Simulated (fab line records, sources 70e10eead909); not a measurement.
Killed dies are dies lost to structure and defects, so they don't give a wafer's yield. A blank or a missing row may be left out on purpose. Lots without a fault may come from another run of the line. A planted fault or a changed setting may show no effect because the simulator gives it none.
Which tool did it? | flow nand_harc | 24 lots, 72 wafers sampled, at 6 steps of a route of 1302

WHAT THE GAUGES READ, wafer by wafer
The record holds no reading of a measuring or inspecting step that can be judged against a usual standard deviation.

WHICH TOOL RAN EACH LOT (tool, then ch and the chambers of the sampled wafers, then the start)
lot  | NHARC_A_STAIRCASE_DESCUM_11        | NHARC_A_STAIRCASE_TRIM_193                    | NHARC_A_STAIRCASE_ETCH_199                    | NHARC_A_STAIRCASE_TRIM_200                    | NHARC_A_STAIRCASE_STRIP_205          | NHARC_A_STAIRCASE_ETCH_227
L074 | rie_diel-07 ch 1,2,3, day 15 17:53 | rie_diel-07 ch 0,2,3, day 15 23:56 or earlier | rie_diel-01 ch 1,3, day 15 23:56 or earlier   | rie_diel-01 ch 0,1,3, day 15 23:56 or earlier | plasma_asher-02 ch 0,1, day 15 23:56 | rie_diel-01 ch 0,2,3, no start
L075 | rie_diel-01 ch 0,1,3, day 16 12:47 | rie_diel-01 ch 0,1, day 16 18:44 or earlier   | rie_diel-07 ch 0,2, day 16 18:44 or earlier   | rie_diel-07 ch 1,2,3, day 16 18:44 or earlier | plasma_asher-01 ch 0,1, day 16 18:44 | rie_diel-01 ch 1,2,3, no start
L077 | rie_diel-04 ch 0,1, day 16 13:04   | rie_diel-04 ch 0,1,3, day 16 18:55 or earlier | rie_diel-01 ch 0,1,2, day 16 18:55 or earlier | rie_diel-01 ch 0,1,3, day 16 18:55 or earlier | plasma_asher-02 ch 0,1, day 16 18:55 | rie_diel-04 ch 0,3, no start
L076 | rie_diel-04 ch 0,2,3, day 16 18:37 | rie_diel-07 ch 0,2,3, day 17 00:33 or earlier | rie_diel-04 ch 1,2,3, day 17 00:33 or earlier | rie_diel-04 ch 0,2,3, day 17 00:33 or earlier | plasma_asher-02 ch 0,1, day 17 00:33 | rie_diel-07 ch 0,2,3, no start
L079 | rie_diel-07 ch 1,3, day 17 10:13   | rie_diel-01 ch 0,1,3, day 17 16:32 or earlier | rie_diel-07 ch 0,1,2, day 17 16:32 or earlier | rie_diel-07 ch 1,2,3, day 17 16:32 or earlier | plasma_asher-02 ch 0,1, day 17 16:32 | rie_diel-07 ch 0,3, no start
L078 | rie_diel-04 ch 1,2, day 17 10:22   | rie_diel-07 ch 1,2, day 17 21:07 or earlier   | rie_diel-07 ch 1,3, day 17 21:07 or earlier   | rie_diel-07 ch 0,1,3, day 17 21:07 or earlier | plasma_asher-01 ch 0,1, day 17 21:07 | rie_diel-04 ch 0,1,3, no start
L080 | rie_diel-04 ch 1,2,3, day 17 22:19 | rie_diel-07 ch 1,3, day 18 05:28 or earlier   | rie_diel-07 ch 1,3, day 18 05:28 or earlier   | rie_diel-07 ch 1,2, day 18 05:28 or earlier   | plasma_asher-01 ch 0,1, day 18 05:28 | rie_diel-07 ch 1,3, no start
L081 | rie_diel-01 ch 0,1,2, day 18 05:47 | rie_diel-01 ch 1,2,3, day 18 12:40 or earlier | rie_diel-07 ch 2,3, day 18 12:40 or earlier   | rie_diel-07 ch 0,1, day 18 12:40 or earlier   | plasma_asher-02 ch 0, day 18 12:40   | rie_diel-07 ch 2,3, no start
L083 | rie_diel-07 ch 0,2,3, day 19 18:43 | rie_diel-04 ch 1,3, day 20 00:37 or earlier   | rie_diel-04 ch 0,1,3, day 20 00:37 or earlier | rie_diel-04 ch 0,1,3, day 20 00:37 or earlier | plasma_asher-02 ch 1, day 20 00:37   | rie_diel-07 ch 0,1,2, no start
L082 | rie_diel-04 ch 0,2, day 20 01:52   | rie_diel-01 ch 1,2,3, day 20 07:55 or earlier | rie_diel-01 ch 0,1,2, day 20 07:55 or earlier | rie_diel-01 ch 0,2, day 20 07:55 or earlier   | plasma_asher-02 ch 1, day 20 07:55   | rie_diel-01 ch 0,2, no start
L085 | rie_diel-04 ch 0,1,2, day 20 08:09 | rie_diel-07 ch 0,2,3, day 20 14:50 or earlier | rie_diel-04 ch 0,2,3, day 20 14:50 or earlier | rie_diel-04 ch 1,2,3, day 20 14:50 or earlier | plasma_asher-02 ch 0,1, day 20 14:50 | rie_diel-04 ch 0,1,3, no start
L084 | rie_diel-01 ch 0,1,3, day 20 08:31 | rie_diel-01 ch 0,1,3, day 20 14:21 or earlier | rie_diel-01 ch 0,1,2, day 20 14:21 or earlier | rie_diel-01 ch 0,1,3, day 20 14:21 or earlier | plasma_asher-01 ch 0,1, day 20 14:21 | rie_diel-01 ch 1,2,3, no start
L088 | rie_diel-01 ch 2,3, day 21 08:14   | rie_diel-01 ch 1,2,3, day 21 14:58 or earlier | rie_diel-07 ch 0,1, day 21 14:58 or earlier   | rie_diel-07 ch 0,1, day 21 14:58 or earlier   | plasma_asher-02 ch 0,1, day 21 14:58 | rie_diel-07 ch 2,3, no start
L086 | rie_diel-07 ch 0,2, day 21 08:46   | rie_diel-01 ch 2,3, day 21 15:17 or earlier   | rie_diel-04 ch 2,3, day 21 15:17 or earlier   | rie_diel-04 ch 0,2, day 21 15:17 or earlier   | plasma_asher-02 ch 0,1, day 21 15:17 | rie_diel-01 ch 0,2,3, no start
L089 | rie_diel-01 ch 0,1,3, day 21 22:36 | rie_diel-04 ch 1,2,3, day 22 04:33 or earlier | rie_diel-07 ch 2,3, day 22 04:33 or earlier   | rie_diel-07 ch 1,2, day 22 04:33 or earlier   | plasma_asher-01 ch 0,1, day 22 04:33 | rie_diel-04 ch 0,1,2, no start
L087 | rie_diel-01 ch 0,1,3, day 22 11:08 | rie_diel-04 ch 0,1,3, day 22 17:35 or earlier | rie_diel-07 ch 0,2,3, day 22 17:35 or earlier | rie_diel-07 ch 0,2,3, day 22 17:35 or earlier | plasma_asher-02 ch 0,1, day 22 17:35 | rie_diel-01 ch 0,2,3, no start
L090 | rie_diel-04 ch 1,2,3, day 22 16:44 | rie_diel-04 ch 1,2,3, day 23 00:11 or earlier | rie_diel-01 ch 0,3, day 23 00:11 or earlier   | rie_diel-01 ch 0,2,3, day 23 00:11 or earlier | plasma_asher-02 ch 0,1, day 23 00:11 | rie_diel-01 ch 0,1,2, no start
L091 | rie_diel-07 ch 0,1,2, day 22 17:05 | rie_diel-07 ch 2,3, day 22 23:51 or earlier   | rie_diel-07 ch 0,1,3, day 22 23:51 or earlier | rie_diel-07 ch 0,2,3, day 22 23:51 or earlier | plasma_asher-02 ch 0,1, day 22 23:51 | rie_diel-04 ch 2,3, no start
L092 | rie_diel-07 ch 1,2,3, day 23 15:16 | rie_diel-04 ch 0,3, day 23 22:24 or earlier   | rie_diel-01 ch 0,1,2, day 23 22:24 or earlier | rie_diel-01 ch 0,3, day 23 22:24 or earlier   | plasma_asher-01 ch 0,1, day 23 22:24 | rie_diel-01 ch 0,1,3, no start
L094 | rie_diel-07 ch 0,2,3, day 24 17:14 | rie_diel-04 ch 0,2,3, day 24 23:26 or earlier | rie_diel-04 ch 0,2,3, day 24 23:26 or earlier | rie_diel-04 ch 0,2,3, day 24 23:26 or earlier | plasma_asher-01 ch 0,1, day 24 23:26 | rie_diel-07 ch 0,2,3, no start
L096 | rie_diel-01 ch 0,3, day 24 17:34   | rie_diel-07 ch 0,1,3, day 24 23:44 or earlier | rie_diel-04 ch 0,1, day 24 23:44 or earlier   | rie_diel-04 ch 1,2,3, day 24 23:44 or earlier | plasma_asher-01 ch 0, day 24 23:44   | rie_diel-04 ch 0,1, no start
L093 | rie_diel-07 ch 0,1,2, day 24 17:53 | rie_diel-01 ch 0,1,3, day 25 02:56 or earlier | rie_diel-01 ch 0,1,2, day 25 02:56 or earlier | rie_diel-01 ch 0,1,3, day 25 02:56 or earlier | plasma_asher-01 ch 0,1, day 25 02:56 | rie_diel-01 ch 0,1,2, no start
L095 | rie_diel-01 ch 0,1, day 24 21:35   | rie_diel-07 ch 0,2,3, day 25 06:47 or earlier | rie_diel-07 ch 1,3, day 25 06:47 or earlier   | rie_diel-07 ch 0,2, day 25 06:47 or earlier   | plasma_asher-02 ch 0,1, day 25 06:47 | rie_diel-07 ch 1,2,3, no start
L097 | rie_diel-04 ch 1,2,3, day 25 05:45 | rie_diel-04 ch 0,1,3, day 25 12:38 or earlier | rie_diel-07 ch 2,3, day 25 12:38 or earlier   | rie_diel-07 ch 0,3, day 25 12:38 or earlier   | plasma_asher-01 ch 0,1, day 25 12:38 | rie_diel-07 ch 0,1, no start
- NHARC_A_STAIRCASE_DESCUM_11: chemistry O2, time 3 s.
- NHARC_A_STAIRCASE_TRIM_193: chemistry O2, time 211.2 s.
- NHARC_A_STAIRCASE_ETCH_199: etches the open film in C4F8/O2, target depth 100 nm, time 40.5 s.
- NHARC_A_STAIRCASE_TRIM_200: chemistry O2, time 211.2 s.
- NHARC_A_STAIRCASE_STRIP_205: strips in O2.
- NHARC_A_STAIRCASE_ETCH_227: etches the open film in C4F8/O2, target depth 100 nm, time 40.5 s.

WHAT THE TOOLS THEMSELVES READ (means of the sampled wafers that have a number; where no wafer has one, the mark that the record gives instead)
NHARC_A_STAIRCASE_DESCUM_11. Usual: drypump_motor_current_A 5.7 A, standard deviation 0.49; oes_product_au 1.002 a.u., standard deviation 0.0084; rf_vpp_V 57.9 V, standard deviation 0.95; showerhead_plenum_p_Torr 1.90 Torr, standard deviation 0.071; throttle_valve_pct 11.311 %, standard deviation 0.0088.
lot  | tool        | drypump_motor_current_A (A) | oes_product_au (a.u.) | rf_vpp_V (V) | showerhead_plenum_p_Torr (Torr) | throttle_valve_pct (%) | flag
L074 | rie_diel-07 | 5.9                         | 1.005                 | 58.3         | 1.94                            | 11.313                 |
L075 | rie_diel-01 | 5.3                         | 1.007                 | 58.7         | 1.88                            | 11.309                 |
L077 | rie_diel-04 | 5.6                         | 1.001                 | 58.1         | 1.88                            | 11.309                 |
L076 | rie_diel-04 | 5.7                         | 1.004                 | 58.5         | 1.83                            | 11.311                 |
L079 | rie_diel-07 | 5.5                         | 1.001                 | 58.0         | 1.94                            | 11.311                 |
L078 | rie_diel-04 | 5.6                         | 0.992                 | 57.4         | 1.88                            | 11.309                 |
L080 | rie_diel-04 | 5.7                         | 1.001                 | 58.1         | 1.85                            | 11.314                 |
L081 | rie_diel-01 | 5.3                         | 0.999                 | 57.0         | 1.95                            | 11.306                 |
L083 | rie_diel-07 | 6.1                         | 1.005                 | 57.7         | 1.91                            | 11.316                 |
L082 | rie_diel-04 | 5.4                         | 1.013                 | 58.2         | 1.85                            | 11.303                 |
L085 | rie_diel-04 | 5.5                         | 1.003                 | 58.5         | 1.86                            | 11.305                 |
L084 | rie_diel-01 | 5.3                         | 1.003                 | 57.6         | 1.97                            | 11.315                 |
L088 | rie_diel-01 | 5.1                         | 0.998                 | 58.5         | 1.96                            | 11.306                 |
L086 | rie_diel-07 | 6.5                         | 1.020                 | 58.5         | 1.91                            | 11.311                 |
L089 | rie_diel-01 | 5.3                         | 0.999                 | 58.3         | 1.96                            | 11.306                 |
L087 | rie_diel-01 | 5.3                         | 1.005                 | 58.0         | 1.96                            | 11.303                 |
L090 | rie_diel-04 | 5.7                         | 0.993                 | 57.9         | 1.84                            | 11.310                 |
L091 | rie_diel-07 | 6.2                         | 1.005                 | 57.8         | 1.90                            | 11.308                 |
L092 | rie_diel-07 | 5.9                         | 1.003                 | 57.5         | 1.92                            | 11.307                 |
L094 | rie_diel-07 | 6.1                         | 1.009                 | 57.3         | 1.90                            | 11.315                 |
L096 | rie_diel-01 | 5.3                         | 1.007                 | 57.7         | 1.93                            | 11.317                 |
L093 | rie_diel-07 | 6.2                         | 1.004                 | 57.7         | 1.89                            | 11.313                 |
L095 | rie_diel-01 | 5.5                         | 1.001                 | 58.6         | 1.91                            | 11.315                 |
L097 | rie_diel-04 | 5.7                         | 0.996                 | 57.5         | 1.83                            | 11.309                 |

NHARC_A_STAIRCASE_TRIM_193. Usual: drypump_motor_current_A 5.7 A, standard deviation 0.51; oes_product_au 1.001 a.u., standard deviation 0.008; rf_vpp_V 57.5 V, standard deviation 0.97; showerhead_plenum_p_Torr 3.51 Torr, standard deviation 0.13; throttle_valve_pct 17.037 %, standard deviation 0.0089.
lot  | tool        | drypump_motor_current_A (A) | oes_product_au (a.u.) | rf_vpp_V (V) | showerhead_plenum_p_Torr (Torr) | throttle_valve_pct (%) | flag
L074 | rie_diel-07 | 6.1                         | 1.000                 | 57.0         | 3.55                            | 17.041                 |
L075 | rie_diel-01 | 5.5                         | 1.003                 | 56.7         | 3.38                            | 17.043                 |
L077 | rie_diel-04 | 5.8                         | 0.995                 | 57.1         | 3.44                            | 17.043                 |
L076 | rie_diel-07 | 6.1                         | 1.005                 | 57.7         | 3.54                            | 17.039                 |
L079 | rie_diel-01 | 5.3                         | 0.999                 | 57.2         | 3.64                            | 17.037                 |
L078 | rie_diel-07 | 6.0                         | 1.007                 | 57.7         | 3.55                            | 17.029                 |
L080 | rie_diel-07 | 5.5                         | 1.005                 | 57.5         | 3.57                            | 17.035                 |
L081 | rie_diel-01 | 5.1                         | 1.000                 | 57.8         | 3.67                            | 17.036                 |
L083 | rie_diel-04 | 5.9                         | 0.992                 | 56.9         | 3.45                            | 17.043                 |
L082 | rie_diel-01 | 5.1                         | 0.995                 | 57.5         | 3.67                            | 17.041                 |
L085 | rie_diel-07 | 6.1                         | 1.008                 | 57.0         | 3.53                            | 17.042                 |
L084 | rie_diel-01 | 5.3                         | 0.991                 | 58.5         | 3.62                            | 17.040                 |
L088 | rie_diel-01 | 5.1                         | 0.996                 | 58.0         | 3.66                            | 17.037                 |
L086 | rie_diel-01 | 5.1                         | 1.000                 | 57.6         | 3.61                            | 17.042                 |
L089 | rie_diel-04 | 5.7                         | 1.010                 | 56.6         | 3.40                            | 17.042                 |
L087 | rie_diel-04 | 5.8                         | 1.003                 | 56.8         | 3.41                            | 17.033                 |
L090 | rie_diel-04 | 5.7                         | 0.999                 | 57.4         | 3.39                            | 17.028                 |
L091 | rie_diel-07 | 5.8                         | 1.004                 | 58.5         | 3.57                            | 17.039                 |
L092 | rie_diel-04 | 5.7                         | 1.002                 | 56.7         | 3.38                            | 17.045                 |
L094 | rie_diel-04 | 5.7                         | 0.998                 | 56.5         | 3.36                            | 17.033                 |
L096 | rie_diel-07 | 5.8                         | 1.002                 | 58.4         | 3.49                            | 17.038                 |
L093 | rie_diel-01 | 5.3                         | 0.996                 | 58.2         | 3.60                            | 17.036                 |
L095 | rie_diel-07 | 6.1                         | 0.999                 | 58.7         | 3.51                            | 17.038                 |
L097 | rie_diel-04 | 5.8                         | 1.006                 | 57.3         | 3.41                            | 17.043                 |

NHARC_A_STAIRCASE_ETCH_199. Usual: oes_product_au 0.950 a.u., standard deviation 0.01; rf_vpp_V 895 V, standard deviation 4.6.
lot  | tool        | oes_product_au (a.u.) | rf_vpp_V (V) | flag
L074 | rie_diel-01 | 0.951                 | 897          |
L075 | rie_diel-07 | 0.950                 | 894          |
L077 | rie_diel-01 | 0.967                 | 892          |
L076 | rie_diel-04 | 0.958                 | 892          |
L079 | rie_diel-07 | 0.949                 | 895          |
L078 | rie_diel-07 | 0.942                 | 898          |
L080 | rie_diel-07 | 0.936                 | 897          |
L081 | rie_diel-07 | 0.976                 | 898          |
L083 | rie_diel-04 | 0.953                 | 892          |
L082 | rie_diel-01 | 0.940                 | 899          |
L085 | rie_diel-04 | 0.954                 | 890          |
L084 | rie_diel-01 | 0.941                 | 898          |
L088 | rie_diel-07 | 0.956                 | 894          |
L086 | rie_diel-04 | 0.961                 | 889          |
L089 | rie_diel-07 | 0.953                 | 897          |
L087 | rie_diel-07 | 0.958                 | 896          |
L090 | rie_diel-01 | 0.953                 | 895          |
L091 | rie_diel-07 | 0.952                 | 895          |
L092 | rie_diel-01 | 0.955                 | 897          |
L094 | rie_diel-04 | 0.943                 | 889          |
L096 | rie_diel-04 | 0.950                 | 892          |
L093 | rie_diel-01 | 0.941                 | 898          |
L095 | rie_diel-07 | 0.949                 | 896          |
L097 | rie_diel-07 | 0.954                 | 898          |

NHARC_A_STAIRCASE_TRIM_200. Usual: drypump_motor_current_A 5.7 A, standard deviation 0.51; oes_product_au 1.002 a.u., standard deviation 0.0087; rf_vpp_V 57.7 V, standard deviation 0.87; showerhead_plenum_p_Torr 3.50 Torr, standard deviation 0.11; throttle_valve_pct 17.035 %, standard deviation 0.0092.
lot  | tool        | drypump_motor_current_A (A) | oes_product_au (a.u.) | rf_vpp_V (V) | showerhead_plenum_p_Torr (Torr) | throttle_valve_pct (%) | flag
L074 | rie_diel-01 | 5.3                         | 1.005                 | 57.3         | 3.46                            | 17.047                 |
L075 | rie_diel-07 | 5.9                         | 1.001                 | 58.3         | 3.57                            | 17.031                 |
L077 | rie_diel-01 | 5.3                         | 1.009                 | 57.5         | 3.46                            | 17.040                 |
L076 | rie_diel-04 | 5.7                         | 1.000                 | 57.5         | 3.39                            | 17.048                 |
L079 | rie_diel-07 | 5.9                         | 1.002                 | 58.4         | 3.57                            | 17.031                 |
L078 | rie_diel-07 | 5.8                         | 1.008                 | 57.4         | 3.52                            | 17.038                 |
L080 | rie_diel-07 | 6.0                         | 1.011                 | 58.4         | 3.55                            | 17.039                 |
L081 | rie_diel-07 | 6.1                         | 0.998                 | 57.2         | 3.47                            | 17.029                 |
L083 | rie_diel-04 | 5.8                         | 1.001                 | 57.7         | 3.42                            | 17.033                 |
L082 | rie_diel-01 | 5.3                         | 0.994                 | 58.0         | 3.50                            | 17.032                 |
L085 | rie_diel-04 | 5.7                         | 1.008                 | 57.3         | 3.40                            | 17.044                 |
L084 | rie_diel-01 | 5.3                         | 0.996                 | 58.0         | 3.62                            | 17.032                 |
L088 | rie_diel-07 | 6.1                         | 1.002                 | 57.6         | 3.46                            | 17.036                 |
L086 | rie_diel-04 | 5.4                         | 0.997                 | 57.1         | 3.41                            | 17.042                 |
L089 | rie_diel-07 | 6.3                         | 1.006                 | 58.2         | 3.55                            | 17.027                 |
L087 | rie_diel-07 | 6.1                         | 1.008                 | 58.2         | 3.52                            | 17.033                 |
L090 | rie_diel-01 | 5.3                         | 0.995                 | 58.2         | 3.52                            | 17.033                 |
L091 | rie_diel-07 | 6.1                         | 0.997                 | 59.0         | 3.52                            | 17.033                 |
L092 | rie_diel-01 | 5.5                         | 0.990                 | 56.8         | 3.48                            | 17.033                 |
L094 | rie_diel-04 | 5.7                         | 1.008                 | 57.9         | 3.36                            | 17.030                 |
L096 | rie_diel-04 | 5.7                         | 0.998                 | 57.4         | 3.39                            | 17.027                 |
L093 | rie_diel-01 | 5.3                         | 0.995                 | 58.0         | 3.60                            | 17.036                 |
L095 | rie_diel-07 | 6.4                         | 1.000                 | 57.2         | 3.46                            | 17.032                 |
L097 | rie_diel-07 | 5.7                         | 1.002                 | 57.4         | 3.50                            | 17.025                 |

NHARC_A_STAIRCASE_STRIP_205. Usual: drypump_motor_current_A 5.62 A, standard deviation 0.13; heater_power_w 361 W, standard deviation 35; temp_c 249.99 C, standard deviation 0.17.
lot  | tool            | drypump_motor_current_A (A) | heater_power_w (W) | temp_c (C) | flag
L074 | plasma_asher-02 | 5.70                        | 389                | 249.83     |
L075 | plasma_asher-01 | 5.47                        | 328                | 249.95     |
L077 | plasma_asher-02 | 5.70                        | 393                | 249.97     |
L076 | plasma_asher-02 | 5.73                        | 388                | 250.14     |
L079 | plasma_asher-02 | 5.70                        | 393                | 250.25     |
L078 | plasma_asher-01 | 5.46                        | 325                | 250.05     |
L080 | plasma_asher-01 | 5.48                        | 326                | 249.86     |
L081 | plasma_asher-02 | 5.78                        | 372                | 250.09     |
L083 | plasma_asher-02 | 5.63                        | 402                | 250.24     |
L082 | plasma_asher-02 | 5.67                        | 410                | 250.06     |
L085 | plasma_asher-02 | 5.68                        | 386                | 250.07     |
L084 | plasma_asher-01 | 5.51                        | 324                | 250.03     |
L088 | plasma_asher-02 | 5.69                        | 397                | 249.84     |
L086 | plasma_asher-02 | 5.70                        | 394                | 249.83     |
L089 | plasma_asher-01 | 5.47                        | 327                | 249.94     |
L087 | plasma_asher-02 | 5.68                        | 396                | 249.89     |
L090 | plasma_asher-02 | 5.72                        | 387                | 249.86     |
L091 | plasma_asher-02 | 5.69                        | 402                | 250.10     |
L092 | plasma_asher-01 | 5.47                        | 326                | 250.25     |
L094 | plasma_asher-01 | 5.47                        | 322                | 250.00     |
L096 | plasma_asher-01 | 5.42                        | 314                | 250.14     |
L093 | plasma_asher-01 | 5.53                        | 328                | 249.88     |
L095 | plasma_asher-02 | 5.74                        | 382                | 250.10     |
L097 | plasma_asher-01 | 5.47                        | 322                | 249.96     |

NHARC_A_STAIRCASE_ETCH_227. Usual: oes_product_au 0.946 a.u., standard deviation 0.009; rf_vpp_V 895 V, standard deviation 4.4.
lot  | tool        | oes_product_au (a.u.) | rf_vpp_V (V) | flag
L074 | rie_diel-01 | 0.934                 | 897          |
L075 | rie_diel-01 | 0.941                 | 895          |
L077 | rie_diel-04 | 0.944                 | 892          |
L076 | rie_diel-07 | 0.950                 | 896          |
L079 | rie_diel-07 | 0.939                 | 895          |
L078 | rie_diel-04 | 0.946                 | 892          |
L080 | rie_diel-07 | 0.949                 | 896          |
L081 | rie_diel-07 | 0.959                 | 898          |
L083 | rie_diel-07 | 0.951                 | 896          |
L082 | rie_diel-01 | 0.936                 | 893          |
L085 | rie_diel-04 | 0.952                 | 893          |
L084 | rie_diel-01 | 0.942                 | 901          |
L088 | rie_diel-07 | 0.952                 | 897          |
L086 | rie_diel-01 | 0.937                 | 895          |
L089 | rie_diel-04 | 0.954                 | 892          |
L087 | rie_diel-01 | 0.934                 | 896          |
L090 | rie_diel-01 | 0.946                 | 897          |
L091 | rie_diel-04 | 0.950                 | 890          |
L092 | rie_diel-01 | 0.939                 | 899          |
L094 | rie_diel-07 | 0.945                 | 894          |
L096 | rie_diel-04 | 0.950                 | 894          |
L093 | rie_diel-01 | 0.945                 | 898          |
L095 | rie_diel-07 | 0.951                 | 896          |
L097 | rie_diel-07 | 0.953                 | 894          |

THE ANSWER, worked out from the rows above alone
Rule: a lot is off if the mean of its wafers that have a number lies more than 3 standard deviations from the usual mean. A lot without any number at a reading at which 4 lots or more have one is off too. The other lots that the step has rows for count as sound. The gauges are gone through in route order, then the tools' own readings, and for those a lot's mean is taken as printed above. The first step at which some lot is off is used, and at that step the reading that is off furthest; a lot without a number counts as furthest.
No lot is off at any reading shown: from this, nothing can be told.

WHAT THE SIMULATOR HAD PUT IN
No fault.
